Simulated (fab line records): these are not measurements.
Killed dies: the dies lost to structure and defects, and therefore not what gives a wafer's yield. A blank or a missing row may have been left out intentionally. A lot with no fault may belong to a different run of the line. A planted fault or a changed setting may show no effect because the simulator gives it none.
fab line records ; flow nand_harc
record lots=12; wafers=35; last_day=34
route steps=1302 shown A_CHANNEL_HOLE_D2@585 A_CHANNEL_FILL_D2@614
lots that met no fault: from a run of the same line without faults
start_h: hours from the record's opening day to when the first of the lot's shown wafers began ; wait_h: hours from the lot's prior step to this one ; " the same as in the row above ; L1.1+2: one row covering several wafers at once ; - no value, or no start given ; * or withheld: withheld ; < > ~ a bound
route shown NAME@n: a module of which the file shows steps, and the number in the route of the first ; usual: mean/standard deviation of fault-free wafers ; same: alike in all rows ; chamber/n: place in a boat ; sites: the reading at each site ; _std_site: standard deviation of those values ; _edge_site: the outer-site mean with the inner-site mean subtracted ; radius_mm: for every site, how far away it sits from the centre of the wafer ; mask NAME#n: copy n ; behind: the most recent tool/chamber to have shaped the wafer ; hold: cause of the lot's hold/its duration in hours/its outcome ; device: which transistor (n, p or np) failed to switch ; end of line: the same wafers' tests at the end of the route ; where a step has no rows: the recipe by itself ; killed: not the wafer's yield, but the dies lost to structure and defects at the first sort ; map: the dies of a wafer, with x for killed, . for not killed, _ for no die there
set.NAME: setting as actually run; set.NAME@STEP: the setting as run at that earlier step ; model.NAME: the simulator's own value behind a step, which no gauge read
one table for each step of the route and one row for each wafer, over a sample of lots
services: the hour from which a tool's chamber was out of use, counted from the record's first day as start_h (under 0 if before that day), plus the number of hours and why
## steps
# step NHARC_A_CHANNEL_HOLE_D2_DESCUM_15
# recipe time_s=3; o2_flow_sccm=200; ar_flow_sccm=0; bias_power_w=0; chemistry=O2
# usual drypump_motor_current_A=5.7/0.38; oes_product_au=0.995/0.0096; rf_vpp_V=57.8/0.9; showerhead_plenum_p_Torr=1.90/0.081; throttle_valve_pct=11.311/0.0096
lot.wafer;tool;chamber;start_h;wait_h;drypump_motor_current_A;oes_product_au;rf_hours_counter_h;rf_vpp_V;showerhead_plenum_p_Torr;throttle_valve_pct
L969.4;rie_diel-08;3;306.37;0.1;5.8;0.985;4.8;58.8;1.98;11.310
L969.5;rie_diel-08;2;306.37;0.1;5.7;1.001;-;57.2;1.82;11.318
L969.6;rie_diel-08;3;306.37;0.1;5.8;0.988;-;58.5;1.98;11.308
L970.3;rie_diel-01;3;313.69;0.1;5.0;1.011;5.5;57.9;1.94;11.310
L970.4;rie_diel-01;0;313.69;0.1;6.1;0.985;5.0;58.5;1.91;11.317
L970.6;rie_diel-01;3;313.69;0.1;5.0;1.001;-;59.5;1.94;11.316
L971.1;rie_diel-01;0;318.45;0.1;6.1;0.976;5.6;57.9;1.91;11.327
L971.4;rie_diel-01;1;318.45;0.1;6.6;0.987;5.7;58.9;2.04;11.315
L971.5;rie_diel-01;0;318.45;0.1;6.1;0.976;-;58.0;1.91;11.320
L973.1;rie_diel-06;0;340.07;0.1;5.7;1.002;0.5;57.8;1.89;11.302
L973.5;rie_diel-06;1;340.07;0.1;6.2;1.001;-;57.7;1.80;11.302
L973.4;rie_diel-06;2;340.07;0.1;5.7;0.993;-;56.2;1.95;11.331
L974.3;rie_diel-08;0;355.75;0.1;5.4;0.994;7.5;56.8;1.80;11.315
L974.4;rie_diel-08;3;355.75;0.1;5.8;0.981;7.3;57.8;1.97;11.313
L974.6;rie_diel-08;0;355.75;0.1;5.4;0.992;-;57.2;1.80;11.308
L977.1;rie_diel-01;1;397.35;0.1;6.6;0.994;0.3;58.3;2.04;11.292
L977.2;rie_diel-01;3;397.35;0.1;5.0;0.990;0.2;58.8;1.94;11.305
L977.6;rie_diel-01;2;397.35;0.1;5.5;0.999;-;57.4;1.99;11.308
L980.1;rie_diel-01;1;408.85;0.1;6.6;0.992;1.2;58.7;2.04;11.319
L980.6;rie_diel-01;0;408.85;0.1;6.1;0.988;-;57.6;1.91;11.296
L980.5;rie_diel-01;1;408.85;0.1;6.6;1.003;-;57.9;2.04;11.318
L979.4;rie_diel-08;0;410.80;0.1;5.4;1.005;2.5;57.3;1.80;11.308
L979.1;rie_diel-08;2;410.80;0.1;5.7;0.997;2.2;57.1;1.82;11.311
L979.2;rie_diel-08;3;410.80;0.1;5.8;1.000;2.3;58.4;1.97;11.313
L983.5;rie_diel-08;3;440.51;0.1;5.8;0.990;-;59.1;1.97;11.331
L983.6;rie_diel-08;0;440.51;0.1;5.4;1.004;-;57.4;1.80;11.314
L989.2;rie_diel-01;2;506.62;0.1;5.6;1.006;5.9;58.5;1.99;11.315
L989.4;rie_diel-01;0;506.62;0.1;6.1;0.972;5.0;57.8;1.91;11.294
L989.6;rie_diel-01;3;506.62;0.1;5.0;0.990;-;58.2;1.94;11.303
L990.2;rie_diel-06;3;519.05;0.1;5.3;0.983;1.9;55.9;1.78;11.323
L990.4;rie_diel-06;0;519.05;0.1;5.7;1.006;1.9;58.9;1.89;11.324
L990.6;rie_diel-06;3;519.05;0.1;5.3;0.983;-;56.6;1.78;11.292
L991.4;rie_diel-08;1;519.23;0.1;6.0;0.992;10.4;58.2;1.85;11.316
L991.5;rie_diel-08;2;519.23;0.1;5.7;1.004;-;57.7;1.82;11.305
L991.6;rie_diel-08;3;519.23;0.1;5.8;0.995;-;56.9;1.97;11.300
# step NHARC_A_CHANNEL_HOLE_D2_ETCH_27
# recipe bias_v=400; source_w=2000; pressure_mtorr=25; time_s=90; ar_flow_sccm=375; c4f8_flow_sccm=41.7; o2_flow_sccm=83.3; temp_c=-20; target_depth_a=4000; chemistry=C4F8/O2/Ar
# usual drypump_motor_current_A=5.23/0.21; showerhead_plenum_p_Torr=3.71/0.11; throttle_valve_pct=27.619/0.0096
lot.wafer;tool;chamber;start_h;wait_h;drypump_motor_current_A;rf_hours_counter_h;showerhead_plenum_p_Torr;throttle_valve_pct
L969.4;har_etch-02;1;312.03;0.2;5.35;-;3.72;27.630
L969.5;har_etch-02;0;312.03;0.2;4.88;-;3.63;27.633
L969.6;har_etch-02;1;312.03;0.2;5.37;-;3.72;27.618
L970.4;har_etch-01;1;320.52;0.2;5.32;-;3.66;27.610
L970.3;har_etch-01;0;320.52;0.2;5.41;-;3.74;27.629
L970.6;har_etch-01;1;320.52;0.2;5.32;-;3.66;27.619
L971.1;har_etch-02;1;323.61;0.2;5.37;382;3.71;27.610
L971.4;har_etch-02;0;323.61;0.2;4.93;-;3.62;27.630
L971.5;har_etch-02;0;323.61;0.2;4.90;-;3.62;27.617
L973.1;har_etch-01;1;345.89;0.2;5.34;180;3.65;27.610
L973.4;har_etch-01;1;345.89;0.2;5.35;-;3.65;27.608
L973.5;har_etch-01;1;345.89;0.2;5.33;-;3.65;27.609
L974.3;har_etch-02;1;365.77;0.2;5.38;-;3.71;27.620
L974.4;har_etch-02;0;365.77;0.2;4.89;-;3.61;27.627
L974.6;har_etch-02;0;365.77;0.2;4.88;-;3.61;27.644
L977.2;har_etch-02;0;404.38;0.2;4.92;8;3.98;27.614
L977.1;har_etch-02;1;404.38;0.2;5.39;8;3.70;27.619
L977.6;har_etch-02;1;404.38;0.2;5.39;-;3.70;27.624
L980.1;har_etch-01;0;415.55;0.2;5.39;225;3.70;27.613
L980.6;har_etch-01;1;415.55;0.2;5.32;-;3.63;27.619
L980.5;har_etch-01;0;415.55;0.2;5.39;-;3.70;27.609
L979.1;har_etch-02;0;419.77;0.2;4.89;19;3.97;27.606
L979.2;har_etch-02;1;419.77;0.2;5.37;19;3.69;27.617
L979.4;har_etch-02;1;419.77;0.2;5.39;-;3.69;27.617
L983.6;har_etch-01;0;447.98;0.2;5.39;-;3.69;27.636
L983.5;har_etch-01;1;447.98;0.2;5.36;-;3.62;27.605
L989.2;har_etch-02;0;511.77;0.2;4.91;69;3.94;27.642
L989.4;har_etch-02;0;511.77;0.2;4.89;-;3.94;27.619
L989.6;har_etch-02;0;511.77;0.2;4.90;-;3.94;27.635
L990.2;har_etch-02;1;526.58;0.2;5.35;76;3.66;27.614
L990.4;har_etch-02;0;526.58;0.2;4.90;-;3.94;27.616
L990.6;har_etch-02;0;526.58;0.2;4.90;-;3.94;27.602
L991.4;har_etch-01;0;527.11;0.2;5.40;-;3.66;27.599
L991.5;har_etch-01;0;527.11;0.2;5.40;-;3.66;27.627
L991.6;har_etch-01;1;527.11;0.2;5.35;-;3.59;27.632
# step NHARC_A_CHANNEL_FILL_D2_ALD_14
# recipe target_thk_a=25; pulse_time_s=10; ald_cycles=25; temp_c=300; material=SiO2
# usual ald_cycles=25/0; heater_power_w=458/57; precursor_pulse_height_rel=1.002/0.019
lot.wafer;tool;chamber;start_h;wait_h;ald_cycles;heater_power_w;precursor_pulse_height_rel
L969.4;ald_hk-02;2;321.45;0.2;25;415;1.009
L969.5;ald_hk-02;0;321.45;0.2;25;503;0.997
L969.6;ald_hk-02;1;321.45;0.2;25;443;1.010
L970.3;ald_hk-04;2;329.58;0.1;25;552;0.996
L970.4;ald_hk-04;0;329.58;0.1;25;505;0.994
L970.6;ald_hk-04;1;329.58;0.1;25;524;0.953
L971.4;ald_hk-01;2;332.96;0.4;25;430;1.036
L971.1;ald_hk-01;0;332.96;0.4;25;383;0.988
L971.5;ald_hk-01;3;332.96;0.4;25;425;1.006
L973.4;ald_hk-01;3;356.96;2.2;25;433;0.997
L973.1;ald_hk-01;0;356.96;2.2;25;383;1.032
L973.5;ald_hk-01;0;356.96;2.2;25;391;1.004
L974.4;ald_hk-02;0;376.19;0.0;25;548;0.983
L974.3;ald_hk-02;2;376.19;0.0;25;413;1.010
L974.6;ald_hk-02;0;376.19;0.0;25;536;0.982
L977.1;ald_hk-02;1;411.37;0.3;25;450;0.982
L977.2;ald_hk-02;3;411.37;0.3;25;402;0.980
L977.6;ald_hk-02;1;411.37;0.3;25;445;1.011
L980.1;ald_hk-02;3;424.49;0.0;25;396;0.991
L980.5;ald_hk-02;3;424.49;0.0;22;405;0.994
L980.6;ald_hk-02;0;424.49;0.0;25;549;0.999
L979.4;ald_hk-02;3;428.73;0.0;22;402;0.971
L979.2;ald_hk-02;0;428.73;0.0;25;552;0.995
L979.1;ald_hk-02;1;428.73;0.0;25;445;0.983
L983.6;ald_hk-02;3;456.94;0.2;25;394;0.976
L983.5;ald_hk-02;0;456.94;0.2;22;557;1.011
L989.4;ald_hk-01;3;520.88;0.0;25;457;0.984
L989.2;ald_hk-01;1;520.88;0.0;25;482;0.985
L989.6;ald_hk-01;3;520.88;0.0;25;450;1.009
L990.2;ald_hk-01;2;535.59;0.1;25;441;1.030
L990.4;ald_hk-01;3;535.59;0.1;25;446;1.013
L990.6;ald_hk-01;1;535.59;0.1;25;487;1.036
L991.4;ald_hk-01;2;535.77;0.3;25;436;1.012
L991.6;ald_hk-01;1;535.77;0.3;25;489;0.991
L991.5;ald_hk-01;2;535.77;0.3;25;440;0.986
# step NHARC_A_CHANNEL_FILL_D2_ETCHBACK_08
# recipe target_depth_a=2200; time_s=110; c4f8_flow_sccm=20; ar_flow_sccm=withheld; rf_w=600; bias_w=300; chemistry=C4F8
# usual oes_product_au=0.97/0.034; rf_vpp_V=440.6/2.6
lot.wafer;tool;chamber;start_h;wait_h;oes_product_au;rf_hours_counter_h;rf_vpp_V
L969.4;rie_diel-04;3;-;-;0.92;5;443.6
L969.6;rie_diel-04;2;-;-;0.91;-;445.4
L969.5;rie_diel-04;3;-;-;0.90;-;443.5
L971.4;rie_diel-13;2;-;-;0.99;1;441.2
L971.1;rie_diel-13;3;-;-;0.99;1;436.5
L971.5;rie_diel-13;2;-;-;0.99;-;442.5
L970.4;rie_diel-03;0;-;-;0.97;12;440.3
L970.3;rie_diel-03;1;-;-;0.99;11;439.6
L970.6;rie_diel-03;2;-;-;1.00;-;440.1
L973.4;rie_diel-13;3;-;-;1.00;2;438.4
L973.1;rie_diel-13;1;-;-;1.00;2;442.8
L973.5;rie_diel-13;3;-;-;1.00;-;438.8
L974.3;rie_diel-13;3;-;-;0.98;2;438.3
L974.4;rie_diel-13;2;-;-;0.98;2;440.3
L974.6;rie_diel-13;3;-;-;0.98;-;437.1
L977.1;rie_diel-13;3;-;-;0.93;3;436.8
L977.2;rie_diel-13;1;-;-;0.93;2;442.7
L977.6;rie_diel-13;3;-;-;0.93;-;437.1
L980.1;rie_diel-04;1;-;-;0.99;2;438.5
L980.6;rie_diel-04;2;-;-;1.00;-;443.2
L980.5;rie_diel-04;3;-;-;1.01;-;443.8
L979.1;rie_diel-04;0;-;-;0.95;2;438.7
L979.2;rie_diel-04;1;-;-;0.93;2;436.8
L979.4;rie_diel-04;2;-;-;0.92;2;444.3
L983.6;rie_diel-04;0;-;-;0.96;-;439.5
L983.5;rie_diel-04;1;-;-;0.93;-;438.6
L989.4;rie_diel-13;0;-;-;0.92;1;441.1
L989.2;rie_diel-13;3;-;-;0.92;1;438.6
L989.6;rie_diel-13;1;-;-;0.92;-;443.0
L990.2;rie_diel-04;2;-;-;0.92;1;442.0
L990.4;rie_diel-04;0;-;-;0.92;1;438.4
L990.6;rie_diel-04;2;-;-;0.92;-;445.3
L991.4;rie_diel-03;0;-;-;0.99;20;439.6
L991.5;rie_diel-03;0;-;-;0.99;-;439.6
L991.6;rie_diel-03;1;-;-;0.98;-;437.9
## services
tool;chamber;start_h;hours;kind
ald_hk-01;-;297.78;10.0;pm
rie_diel-13;1;324.46;10.9;repair
rie_diel-01;-;336.21;0.9;repair
rie_diel-13;-;342.00;9.0;pm
rie_diel-04;-;359.03;9.0;pm
rie_diel-08;-;367.80;9.0;pm
rie_diel-04;-;372.91;0.3;repair
har_etch-02;-;378.41;17.0;pm
rie_diel-01;-;380.80;9.0;pm
rie_diel-04;3;392.01;4.1;repair
rie_diel-13;0;402.69;1.7;repair
rie_diel-13;-;405.10;1.3;repair
rie_diel-13;1;419.46;5.5;repair
rie_diel-01;0;441.94;9.4;repair
rie_diel-13;2;459.97;32.6;repair
rie_diel-13;3;465.05;13.6;repair
ald_hk-01;-;475.78;10.0;pm
rie_diel-08;1;502.07;7.4;repair
rie_diel-13;2;509.50;4.6;repair
rie_diel-01;2;512.79;9.8;repair
rie_diel-13;-;519.00;9.0;pm
ald_hk-02;-;527.99;10.0;pm
rie_diel-04;-;536.03;9.0;pm
rie_diel-01;-;557.80;9.0;pm
## key
first_sign step=NHARC_A_CHANNEL_FILL_D2_ALD_14; reading=ald_cycles; direction=down; sigmas=99+; usual=25; struck=22
effect none on later readings
met_at NHARC_A_CHANNEL_FILL_D2_ALD_14
struck_lots L979,L980,L983
struck_wafers L979.4,L980.5,L983.5
tester_left_out L979,L980,L983
not_acting_at NHARC_A_CHANNEL_HOLE_D2_DESCUM_15,NHARC_A_CHANNEL_HOLE_D2_ETCH_27,NHARC_A_CHANNEL_FILL_D2_ETCHBACK_08
onset_between 411.37 424.49
fault kind=process_parameter_drift; tool=ald_hk-02; chamber=-; onset_h=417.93; steps=NHARC_A_CHANNEL_FILL_D2_ALD_14; channel=ald_cycles; offset=-3; shape=step; end_h=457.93; scope=struck_wafers_only; acts_in=these_recipes_only; stated=25
# tester_left_out: of these lots the tester's yield and bins aren't shown, on N5 and GAA mostly nor the transistor test; their killed dies are dies lost to structure and defects alone, not to doping, threshold or leakage, so they don't give the yield
